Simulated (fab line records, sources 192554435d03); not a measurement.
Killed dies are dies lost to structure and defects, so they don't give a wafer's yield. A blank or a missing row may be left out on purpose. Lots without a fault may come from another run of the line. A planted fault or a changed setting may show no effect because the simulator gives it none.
Chamber matching | flow n5_finfet | N5_BEOL_M6_DEP_56 on pecvd-01: 3 sister chambers
The step deposits SiCN from 3MS/NH3, target thk 10 nm, time 17.5 s. 3 wafers are shown with their chamber, then 7 later ones without.

WAFERS WITH THEIR CHAMBER
wafer  | chamber | throttle_valve_pct (%)
L434.5 | 2       | 8.4
L442.1 | 1       | 10.4
L442.2 | 0       | 8.2

WAFERS WITHOUT THEIR CHAMBER
wafer  | throttle_valve_pct (%)
L442.3 | 10.5
L452.1 | 8.2
L452.3 | 7.9
L452.4 | 7.8
L453.2 | 8.4
L453.4 | 8.5
L453.5 | 10.4

WHICH CHAMBER EACH WENT THROUGH
wafer  | from the rows above     | in truth
L442.3 | 1                       | 1
L452.1 | can't be placed: 0 or 2 | 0
L452.3 | can't be placed: 0 or 2 | 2
L452.4 | can't be placed: 0 or 2 | 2
L453.2 | can't be placed: 2 or 0 | 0
L453.4 | can't be placed: 2 or 0 | 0
L453.5 | 1                       | 1
Placed correctly: 2 of 7. Can't be placed from these rows: 5 (the true chamber is among the candidates in 5). Placed wrongly: 0.
How it was worked out, from the rows above alone: a wafer's distance from a chamber is the root of the sum, over the readings, of the square of ((its reading less the chamber's mean) divided by the reading's scatter). The wafer belongs to the nearest chamber; if the next one is less than 2 further off, it can't be placed. A chamber's mean is the mean of its shown wafers. The scatter: with one shown wafer a chamber, the root of the mean of the squares of how far each hidden wafer lies from its nearest shown one.
